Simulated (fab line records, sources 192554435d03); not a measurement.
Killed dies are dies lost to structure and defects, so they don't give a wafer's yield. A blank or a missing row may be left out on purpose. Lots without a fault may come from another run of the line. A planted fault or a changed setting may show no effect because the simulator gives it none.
Chamber matching | flow n5_finfet | N5_BEOL_M0_STRIP_142 on rie_diel-01: 4 sister chambers
The step strips in N2/H2, time 10 s. 7 wafers are shown with their chamber, then 11 later ones without.

WAFERS WITH THEIR CHAMBER
wafer  | chamber | showerhead_plenum_p_Torr (Torr) | throttle_valve_pct (%)
L079.5 | 0       | 2.47                            | 23.57
L084.4 | 3       | 2.50                            | 23.71
L084.5 | 2       | 2.54                            | 24.21
L086.2 | 3       | 2.50                            | 23.72
L086.3 | 2       | 2.54                            | 24.22
L086.4 | 1       | 2.68                            | 23.83
L090.3 | 1       | 2.67                            | 23.85

WAFERS WITHOUT THEIR CHAMBER
wafer  | showerhead_plenum_p_Torr (Torr) | throttle_valve_pct (%)
L090.4 | 2.54                            | 24.23
L090.6 | 2.67                            | 23.84
L093.2 | 2.54                            | 24.23
L093.3 | 2.45                            | 23.62
L093.6 | 2.67                            | 23.87
L095.1 | 2.45                            | 23.61
L095.2 | 2.49                            | 23.37
L095.6 | 2.45                            | 23.62
L097.4 | 2.45                            | 23.63
L097.5 | 2.66                            | 23.85
L097.6 | 2.53                            | 24.25

WHICH CHAMBER EACH WENT THROUGH
wafer  | from the rows above | in truth
L090.4 | 2                   | 2
L090.6 | 1                   | 1
L093.2 | 2                   | 2
L093.3 | 0                   | 0
L093.6 | 1                   | 1
L095.1 | 0                   | 0
L095.2 | 0                   | 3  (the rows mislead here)
L095.6 | 0                   | 0
L097.4 | 0                   | 0
L097.5 | 1                   | 1
L097.6 | 2                   | 2
Placed correctly: 10 of 11. Can't be placed from these rows: 0. Placed wrongly: 1.
How it was worked out, from the rows above alone: a wafer's distance from a chamber is the root of the sum, over the readings, of the square of ((its reading less the chamber's mean) divided by the reading's scatter). The wafer belongs to the nearest chamber; if the next one is less than 2 further off, it can't be placed. A chamber's mean is the mean of its shown wafers. The scatter: the root of (the sum of the squares of (reading less its chamber's mean) over the shown wafers, divided by (wafers less chambers)).
